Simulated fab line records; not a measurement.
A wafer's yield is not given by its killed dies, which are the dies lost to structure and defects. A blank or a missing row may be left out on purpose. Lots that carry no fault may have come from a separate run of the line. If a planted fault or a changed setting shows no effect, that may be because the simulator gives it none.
fab line records + flow n5Finfet
[record]
- lots = 10
- wafers = 29
- lastDay = 17
route steps=1938 shown BEOL_M15@1773
lots with no fault: from the same line, run without faults
startH: the number of hours between the record's first day and the start of the first shown wafer of the lot + waitH: hours elapsed since this lot's preceding step + " same as the row above + L1.1+2: several wafers, shown together as one row + - no value, or no start was given + * or withheld: withheld + < > ~ a bound
route shown NAME@n: NAME is a module with steps in the file, n the number in the route of the first one + usual: mean and standard deviation over wafers with no fault + same: alike in all rows + chamber/n: place in a boat + sites: readings site by site + _std_site: the values' standard deviation + _edge_site: the outer-site mean with the inner-site mean subtracted + radiusMm: how far each site lies from the wafer's centre + mask NAME#n: copy n + behind: the last tool/chamber to shape the wafer + hold: what put the lot on hold/how long, in hours/how the hold closed + device: names the non-switching transistor (n, p or np) + end of line: the tests these same wafers got at the end of their route + where a step has no rows: the recipe by itself + killed: at the first sort, the dies lost to defects and structure; wafer yield is something else + map: the dies of a wafer, with x for killed, . for not killed, _ for no die there
set.NAME: the setting that was run; set.NAME@STEP: the one run at that earlier step + model.NAME: the simulator's own value behind a step, which no gauge read
one table for each step of the route and one row for each wafer, over a sample of lots
services: from which hour (startH, from the record's first day; less than 0 if before it) a tool's chamber was out of use, for how many hours, and why
[[steps]]
[step N5_BEOL_M15_ILD_DEP_00]
[recipe]
- material = SiO2
- targetThkA = 16293
- tempC = 400
- precursor = TEOS/O2
- pressureTorr = 6.5
- rfW = 900
- teosFlowSccm = 161.4
- gas = O2
- flowSccm = 2650
- timeS = 346.1
[usual]
- heaterPowerOuterW = 285/62
- heaterPowerW = 536/88
- showerheadPlenumPTorr = 8.35/0.042
- susceptorTempC = 400.02/0.24
- throttleValvePct = 19.1/0.83
| lot.wafer | tool     | chamber | startH | waitH | heaterPowerOuterW | heaterPowerW | showerheadPlenumPTorr | sinceWetCleanH | susceptorTempC | throttleValvePct |
|-----------|----------|---------|--------|-------|-------------------|--------------|-----------------------|----------------|----------------|------------------|
| L231.1    | pecvd-04 | 2       | 248.20 | 0.0   | 200               | 460          | 8.33                  | 561            | 399.80         | 17.5             |
| L231.3    | "        | 0       | "      | "     | 260               | 508          | 8.39                  | 1315           | 400.16         | 20.0             |
| L231.5    | "        | 0       | "      | "     | 161               | 381          | 8.40                  | -              | 400.30         | 19.9             |
| L229.2    | pecvd-01 | 2       | 258.31 | 0.0   | 291               | 470          | 8.36                  | 208            | 400.16         | 17.6             |
| L229.3    | "        | 1       | "      | "     | 397               | 753          | 8.34                  | 1687           | 400.14         | 19.2             |
| L229.5    | "        | 0       | "      | "     | 299               | 537          | 8.40                  | -              | 400.16         | 19.8             |
| L232.1    | pecvd-02 | 0       | 283.57 | 0.0   | 271               | 461          | 8.30                  | 1169           | 399.88         | 19.3             |
| L232.3    | "        | 1       | "      | "     | 280               | 562          | 8.40                  | 1894           | 400.20         | 19.6             |
| L232.6    | "        | 2       | "      | "     | 203               | 452          | 8.29                  | -              | 400.08         | 18.5             |
| L237.1    | pecvd-02 | 1       | 303.92 | 0.0   | 312               | 624          | 8.43                  | 1914           | 400.08         | 19.4             |
| L237.2    | "        | 2       | "      | "     | 212               | 455          | 8.27                  | 435            | 400.12         | 18.7             |
| L237.3    | "        | 0       | "      | "     | 309               | 517          | 8.31                  | 1189           | 399.86         | 19.4             |
| L239.2    | pecvd-02 | 2       | 312.37 | 0.0   | 303               | 577          | 8.27                  | 444            | 399.96         | 18.3             |
| L239.3    | "        | 0       | "      | "     | 300               | 510          | 8.33                  | 1198           | 399.89         | 19.6             |
| L239.5    | "        | 0       | "      | "     | 208               | 390          | 8.31                  | -              | 399.93         | 19.4             |
| L244.4    | pecvd-01 | 2       | 333.46 | 0.1   | 373               | 582          | 8.38                  | -              | 399.91         | 18.0             |
| L244.5    | "        | 0       | "      | "     | 394               | 650          | 8.39                  | -              | 400.03         | 19.8             |
| L244.6    | "        | 1       | "      | "     | 373               | 742          | 8.34                  | -              | 399.70         | 18.9             |
| L245.1    | pecvd-01 | 0       | 337.13 | 0.0   | 346               | 606          | 8.40                  | 1041           | 400.15         | 20.0             |
| L245.2    | "        | 2       | "      | "     | 301               | 510          | 8.39                  | 287            | 399.66         | 18.1             |
| L245.5    | "        | 2       | "      | "     | 364               | 582          | 8.38                  | -              | 399.93         | 18.0             |
| L246.2    | pecvd-04 | 2       | 344.03 | 0.0   | 242               | 528          | 8.37                  | 40             | 399.93         | 16.9             |
| L246.3    | "        | 0       | "      | "     | 181               | 418          | 8.39                  | 1410           | 399.98         | 19.9             |
| L246.4    | "        | 2       | "      | "     | 285               | 584          | 8.33                  | -              | 400.17         | 16.8             |
| L250.1    | pecvd-02 | 0       | 371.99 | 0.0   | 302               | 488          | 8.33                  | 1257           | 399.89         | 19.6             |
| L250.3    | "        | 1       | "      | "     | 318               | 588          | 8.41                  | 1982           | 399.98         | 19.5             |
| L250.4    | "        | 2       | "      | "     | 198               | 446          | 8.32                  | -              | 399.90         | 19.0             |
| L252.5    | pecvd-02 | 0       | 382.69 | 0.1   | 296               | 531          | 8.32                  | -              | 399.95         | 19.6             |
| L252.6    | "        | 1       | "      | "     | 325               | 603          | 8.42                  | -              | 399.70         | 19.7             |
[step N5_BEOL_M15_CD_MEAS_28]
[recipe]
- targetCdNm = 407.6
- landingEnergyEv = 500
- detector = seInlens
[usual]
- cdNm = 406.9/2
| lot.wafer | tool     | chamber | startH | waitH | cdNm  |
|-----------|----------|---------|--------|-------|-------|
| L231.1    | cdSem-03 | 0       | 250.53 | -     | 407.4 |
| L231.3    | "        | 0       | "      | "     | 407.5 |
| L231.5    | "        | 0       | "      | "     | 405.4 |
| L229.2    | cdSem-03 | 0       | 260.47 | -     | 406.5 |
| L229.3    | "        | 0       | "      | "     | 408.0 |
| L229.5    | "        | 0       | "      | "     | 404.8 |
| L232.1    | cdSem-02 | 0       | 285.84 | -     | 407.1 |
| L232.3    | "        | 0       | "      | "     | 407.5 |
| L232.6    | "        | 0       | "      | "     | 406.8 |
| L237.1    | cdSem-02 | 0       | 306.06 | -     | 403.6 |
| L237.2    | "        | 0       | "      | "     | 407.6 |
| L237.3    | "        | 0       | "      | "     | 404.3 |
| L239.2    | cdSem-02 | 0       | 314.51 | -     | 403.2 |
| L239.3    | "        | 0       | "      | "     | 402.8 |
| L239.5    | "        | 0       | "      | "     | 402.2 |
| L244.4    | cdSem-02 | 0       | 335.49 | -     | 408.5 |
| L244.5    | "        | 0       | "      | "     | 403.5 |
| L244.6    | "        | 0       | "      | "     | 403.6 |
| L245.1    | cdSem-03 | 0       | 339.51 | -     | 409.7 |
| L245.2    | "        | 0       | "      | "     | 405.7 |
| L245.5    | "        | 0       | "      | "     | 406.5 |
| L246.2    | cdSem-02 | 0       | 346.30 | -     | 404.0 |
| L246.3    | "        | 0       | "      | "     | 409.4 |
| L246.4    | "        | 0       | "      | "     | 408.3 |
| L250.1    | cdSem-02 | 0       | 374.13 | -     | 404.9 |
| L250.3    | "        | 0       | "      | "     | 404.8 |
| L250.4    | "        | 0       | "      | "     | 405.4 |
| L252.5    | cdSem-01 | 0       | 384.78 | -     | 405.3 |
| L252.6    | "        | 0       | "      | "     | 405.0 |
[step N5_BEOL_M15_OVL_MEAS_29]
[recipe]
- pointsPerWafer = 44
[usual]
- M15_OVL = -2/6.2
[same]
- pointsPerWafer = 44
| lot.wafer | tool       | chamber | startH | waitH | M15_OVL[nm] |
|-----------|------------|---------|--------|-------|-------------|
| L231.1    | overlay-02 | 0       | 250.56 | 0.0   | 9           |
| L231.3    | "          | 0       | "      | "     | 11          |
| L231.5    | "          | 0       | "      | "     | 7           |
| L229.2    | overlay-02 | 0       | 260.50 | 0.0   | 0           |
| L229.3    | "          | 0       | "      | "     | -1          |
| L229.5    | "          | 0       | "      | "     | -1          |
| L232.1    | overlay-01 | 0       | 285.87 | 0.0   | 1           |
| L232.3    | "          | 0       | "      | "     | 9           |
| L232.6    | "          | 0       | "      | "     | -3          |
| L237.1    | overlay-02 | 0       | 306.09 | 0.0   | 10          |
| L237.2    | "          | 0       | "      | "     | 0           |
| L237.3    | "          | 0       | "      | "     | 8           |
| L239.2    | overlay-01 | 0       | 314.54 | 0.0   | -9          |
| L239.3    | "          | 0       | "      | "     | -3          |
| L239.5    | "          | 0       | "      | "     | -3          |
| L244.4    | overlay-01 | 0       | 335.52 | 0.0   | -10         |
| L244.5    | "          | 0       | "      | "     | -10         |
| L244.6    | "          | 0       | "      | "     | -17         |
| L245.1    | overlay-01 | 0       | 339.54 | 0.0   | -3          |
| L245.2    | "          | 0       | "      | "     | -3          |
| L245.5    | "          | 0       | "      | "     | -1          |
| L246.2    | overlay-01 | 0       | 346.33 | 0.0   | -6          |
| L246.3    | "          | 0       | "      | "     | 1           |
| L246.4    | "          | 0       | "      | "     | -4          |
| L250.1    | overlay-01 | 0       | 374.16 | 0.0   | -10         |
| L250.3    | "          | 0       | "      | "     | -3          |
| L250.4    | "          | 0       | "      | "     | -8          |
| L252.5    | overlay-02 | 0       | 384.80 | 0.0   | 3           |
| L252.6    | "          | 0       | "      | "     | 4           |
[step N5_BEOL_M15_TRENCH_ETCH_34]
[recipe]
- chemistry = C4F8/O2/Ar
- target = SiO2
- targetDepthA = 8729.3
- heInnerTorr = 15
- heOuterTorr = 30
- timeS = 199
- ionEnergyEv = 800
- pressureMtorr = 20
- sourceW = 1905
- biasW = 2040
- Ar_flow_sccm = 400
- C4F8_flow_sccm = 16
- O2_flow_sccm = 12
[usual]
- C4F8_flow_sccm = 16.00/0.045
- drypumpMotorCurrentA = 5.8/0.43
- oesProductAu = 0.78/0.097
- rfVppV = 2203/64
- showerheadPlenumPTorr = 3.44/0.091
- throttleValvePct = 30.8/0.35
| lot.wafer | tool       | chamber | startH | waitH | C4F8_flow_sccm | drypumpMotorCurrentA | oesProductAu | rfHoursCounterH | rfVppV | showerheadPlenumPTorr | throttleValvePct |
|-----------|------------|---------|--------|-------|----------------|----------------------|--------------|-----------------|--------|-----------------------|------------------|
| L231.1    | rieDiel-01 | 1       | 250.78 | 0.0   | 16.06          | 5.6                  | 0.93         | 16              | 2092   | 3.36                  | 30.4             |
| L231.3    | "          | 0       | "      | "     | 16.01          | 5.1                  | 0.72         | 202             | 2179   | 3.56                  | 30.9             |
| L231.5    | "          | 0       | "      | "     | 15.99          | 5.1                  | 0.71         | -               | 2176   | 3.56                  | 30.8             |
| L229.2    | rieDiel-01 | 0       | 260.65 | 0.0   | 16.05          | 5.1                  | 0.72         | 206             | 2178   | 3.55                  | 30.9             |
| L229.3    | "          | 2       | "      | "     | 15.98          | 5.4                  | 0.83         | 96              | 2270   | 3.44                  | 31.1             |
| L229.5    | "          | 2       | "      | "     | 15.99          | 5.4                  | 0.83         | -               | 2268   | 3.44                  | 31.1             |
| L232.1    | rieDiel-03 | 0       | 286.02 | 0.0   | 16.01          | 6.1                  | 0.72         | 191             | 2163   | 3.53                  | 30.5             |
| L232.3    | "          | 2       | "      | "     | 15.91          | 6.4                  | 0.71         | 195             | 2252   | 3.41                  | 30.8             |
| L232.6    | "          | 3       | "      | "     | 15.98          | 6.6                  | 0.84         | -               | 2238   | 3.63                  | 30.7             |
| L237.1    | rieDiel-01 | 1       | 306.44 | 0.0   | 15.98          | 5.7                  | 0.89         | 35              | 2091   | 3.35                  | 30.4             |
| L237.2    | "          | 2       | "      | "     | 15.95          | 5.4                  | 0.81         | 111             | 2270   | 3.44                  | 31.2             |
| L237.3    | "          | 0       | "      | "     | 16.03          | 5.1                  | 0.70         | 222             | 2176   | 3.55                  | 30.9             |
| L239.2    | rieDiel-01 | 0       | 314.68 | 0.0   | 15.97          | 5.1                  | 0.99         | 224             | 2176   | 3.54                  | 31.3             |
| L239.3    | "          | 1       | "      | "     | 15.94          | 5.7                  | 0.87         | 37              | 2091   | 3.35                  | 30.4             |
| L239.5    | "          | 1       | "      | "     | 15.97          | 5.6                  | 0.88         | -               | 2093   | 3.35                  | 30.4             |
| L244.4    | rieDiel-01 | 3       | 335.66 | 0.0   | 15.92          | 6.4                  | 0.94         | 19              | 2205   | 3.35                  | 30.4             |
| L244.5    | "          | 3       | "      | "     | 16.03          | 6.4                  | 0.94         | -               | 2203   | 3.35                  | 30.4             |
| L244.6    | "          | 0       | "      | "     | 15.97          | 5.1                  | 0.99         | -               | 2176   | 3.54                  | 31.4             |
| L245.1    | rieDiel-03 | 3       | 339.69 | 0.0   | 16.04          | 6.6                  | 0.82         | 83              | 2235   | 3.62                  | 30.8             |
| L245.2    | "          | 1       | "      | "     | 16.05          | 5.7                  | 0.70         | 217             | 2178   | 3.38                  | 31.2             |
| L245.5    | "          | 0       | "      | "     | 15.98          | 6.1                  | 0.70         | -               | 2162   | 3.52                  | 30.5             |
| L246.2    | rieDiel-02 | 2       | 346.57 | 0.0   | 15.97          | 6.0                  | 0.70         | 233             | 2210   | 3.54                  | 31.2             |
| L246.3    | "          | 0       | "      | "     | 16.04          | 5.9                  | 0.89         | 42              | 2313   | 3.46                  | 30.4             |
| L246.4    | "          | 0       | "      | "     | 16.03          | 5.9                  | 0.88         | -               | 2312   | 3.46                  | 30.4             |
| L250.1    | rieDiel-02 | 0       | 374.59 | 0.0   | 16.05          | 5.9                  | 0.86         | 50              | 2312   | 3.45                  | 30.4             |
| L250.3    | "          | 3       | "      | "     | 15.97          | 5.7                  | 0.96         | 6               | 2298   | 3.36                  | 30.9             |
| L250.4    | "          | 0       | "      | "     | 15.90          | 5.9                  | 0.86         | -               | 2313   | 3.45                  | 30.4             |
| L252.5    | rieDiel-03 | 1       | 385.16 | 0.1   | 16.01          | 5.7                  | 0.68         | -               | 2177   | 3.37                  | 31.2             |
| L252.6    | "          | 2       | "      | "     | 16.00          | 6.4                  | 0.68         | -               | 2250   | 3.39                  | 30.8             |
[step N5_BEOL_M15_THK_MEAS_50]
[recipe]
- thkMeasGauge = xrf
- reads = Cu_of_BEOL_M15_ECD_47
[usual]
- M15_THK = 849/23
| lot.wafer | tool         | chamber | startH | waitH | M15_THK[nm] |
|-----------|--------------|---------|--------|-------|-------------|
| L231.1    | filmMetro-01 | -       | 254.43 | -     | 849         |
| L231.3    | "            | -       | "      | "     | 849         |
| L231.5    | "            | -       | "      | "     | 852         |
| L229.2    | filmMetro-01 | -       | 268.18 | -     | 862         |
| L229.3    | "            | -       | "      | "     | 860         |
| L229.5    | "            | -       | "      | "     | 866         |
| L232.1    | filmMetro-01 | -       | 288.73 | -     | 819         |
| L232.3    | "            | -       | "      | "     | 851         |
| L232.6    | "            | -       | "      | "     | 827         |
| L237.1    | filmMetro-02 | -       | 308.51 | -     | 846         |
| L237.2    | "            | -       | "      | "     | 855         |
| L237.3    | "            | -       | "      | "     | 855         |
| L239.2    | filmMetro-02 | -       | 318.44 | -     | 1459        |
| L239.3    | "            | -       | "      | "     | 850         |
| L239.5    | "            | -       | "      | "     | 855         |
| L244.4    | filmMetro-01 | -       | 338.81 | -     | 859         |
| L244.5    | "            | -       | "      | "     | 857         |
| L244.6    | "            | -       | "      | "     | 1444        |
| L245.1    | filmMetro-01 | -       | 344.16 | -     | 819         |
| L245.2    | "            | -       | "      | "     | 836         |
| L245.5    | "            | -       | "      | "     | 817         |
| L246.2    | filmMetro-01 | -       | 348.42 | -     | 857         |
| L246.3    | "            | -       | "      | "     | 897         |
| L246.4    | "            | -       | "      | "     | 898         |
| L250.1    | filmMetro-01 | -       | 380.86 | -     | 885         |
| L250.3    | "            | -       | "      | "     | 884         |
| L250.4    | "            | -       | "      | "     | 892         |
| L252.5    | filmMetro-01 | -       | 387.59 | -     | 806         |
| L252.6    | "            | -       | "      | "     | 828         |
[step N5_BEOL_M15_RS_MEAS_54]
[recipe]
- thkMeasGauge = four-point-probe
- reads = Cu_of_BEOL_M15_ECD_47+Ta_of_BEOL_M15_SPUTTER_44+TaN_of_BEOL_M15_SPUTTER_43
[usual]
- M15_RS = 0.0216/0.00051
| lot.wafer | tool         | chamber | startH | waitH | M15_RS[ohm/sq] |
|-----------|--------------|---------|--------|-------|----------------|
| L231.1    | filmMetro-01 | -       | 254.56 | 0.0   | 0.0215         |
| L231.3    | "            | -       | "      | "     | 0.0215         |
| L231.5    | "            | -       | "      | "     | 0.0215         |
| L229.2    | filmMetro-02 | -       | 268.31 | 0.1   | 0.0212         |
| L229.3    | "            | -       | "      | "     | 0.0211         |
| L229.5    | "            | -       | "      | "     | 0.0210         |
| L232.1    | filmMetro-01 | -       | 288.85 | 0.0   | 0.0223         |
| L232.3    | "            | -       | "      | "     | 0.0214         |
| L232.6    | "            | -       | "      | "     | 0.0222         |
| L237.1    | filmMetro-01 | -       | 308.64 | 0.0   | 0.0217         |
| L237.2    | "            | -       | "      | "     | 0.0214         |
| L237.3    | "            | -       | "      | "     | 0.0214         |
| L239.2    | filmMetro-01 | -       | 318.58 | 0.1   | 0.0127         |
| L239.3    | "            | -       | "      | "     | 0.0218         |
| L239.5    | "            | -       | "      | "     | 0.0217         |
| L244.4    | filmMetro-02 | -       | 338.94 | 0.0   | 0.0213         |
| L244.5    | "            | -       | "      | "     | 0.0213         |
| L244.6    | "            | -       | "      | "     | 0.0126         |
| L245.1    | filmMetro-01 | -       | 344.29 | 0.0   | 0.0221         |
| L245.2    | "            | -       | "      | "     | 0.0217         |
| L245.5    | "            | -       | "      | "     | 0.0222         |
| L246.2    | filmMetro-01 | -       | 348.55 | 0.1   | 0.0214         |
| L246.3    | "            | -       | "      | "     | 0.0203         |
| L246.4    | "            | -       | "      | "     | 0.0204         |
| L250.1    | filmMetro-01 | -       | 380.99 | 0.0   | 0.0208         |
| L250.3    | "            | -       | "      | "     | 0.0208         |
| L250.4    | "            | -       | "      | "     | 0.0207         |
| L252.5    | filmMetro-02 | -       | 387.71 | 0.0   | 0.0225         |
| L252.6    | "            | -       | "      | "     | 0.0220         |
[[services]]
| tool       | chamber | startH | hours | kind                        |
|------------|---------|--------|-------|-----------------------------|
| rieDiel-01 | 3       | 261.78 | -     | clean                       |
| rieDiel-01 | 3       | 261.78 | -     | consumableReplace:focusRing |
| rieDiel-01 | 3       | 261.78 | 18.0  | scheduledDown               |
| rieDiel-01 | 3       | 261.78 | 18.0  | ventCycle                   |
| pecvd-01   | 2       | 261.82 | 2.1   | scheduledDown               |
| pecvd-04   | 2       | 272.32 | 2.5   | repair                      |
| rieDiel-03 | -       | 283.25 | 0.1   | repair                      |
| pecvd-01   | 0       | 294.15 | 5.0   | scheduledDown               |
| pecvd-01   | 2       | 298.12 | 1.9   | repair                      |
| rieDiel-03 | 1       | 299.40 | 1.6   | repair                      |
| pecvd-01   | -       | 301.37 | 14.6  | pm                          |
| rieDiel-02 | 1       | 311.81 | 7.9   | repair                      |
| rieDiel-02 | 3       | 314.33 | 6.4   | repair                      |
| pecvd-02   | -       | 317.36 | 0.8   | repair                      |
| rieDiel-02 | 3       | 320.94 | -     | clean                       |
| rieDiel-02 | 3       | 320.94 | -     | consumableReplace:focusRing |
| rieDiel-01 | 2       | 344.05 | 3.6   | repair                      |
| pecvd-01   | 1       | 348.44 | 6.4   | repair                      |
| rieDiel-02 | 3       | 358.48 | 9.0   | repair                      |
| pecvd-04   | 0       | 363.60 | 6.3   | repair                      |
| pecvd-01   | -       | 367.18 | 0.7   | repair                      |
| rieDiel-01 | 3       | 371.86 | 5.6   | repair                      |
| rieDiel-01 | -       | 377.20 | 0.4   | repair                      |
| pecvd-02   | 0       | 377.44 | 2.1   | scheduledDown               |
[[key]]
[firstSign]
- step = N5_BEOL_M15_THK_MEAS_50
- reading = M15_THK
- direction = up
- sigmas = 27
- usual = 849
- struck = 1451
[effect]
- step = N5_BEOL_M15_RS_MEAS_54
- reading = M15_RS
- direction = down
- sigmas = 17
- usual = 0.0216
- struck = 0.0127
metAt N5_BEOL_M15_TRENCH_ETCH_34
struckLots L239,L244
struckWafers L239.2,L244.6
notActingAt N5_BEOL_M15_ILD_DEP_00,N5_BEOL_M15_CD_MEAS_28,N5_BEOL_M15_OVL_MEAS_29
onsetBetween 306.44 314.68
[fault]
- kind = processParameterDrift
- tool = rieDiel-01
- chamber = -
- onsetH = 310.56
- steps = N5_BEOL_M15_TRENCH_ETCH_34
- channel = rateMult
- offset = 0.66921
- shape = step
- endH = 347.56
- scope = struckWafersOnly
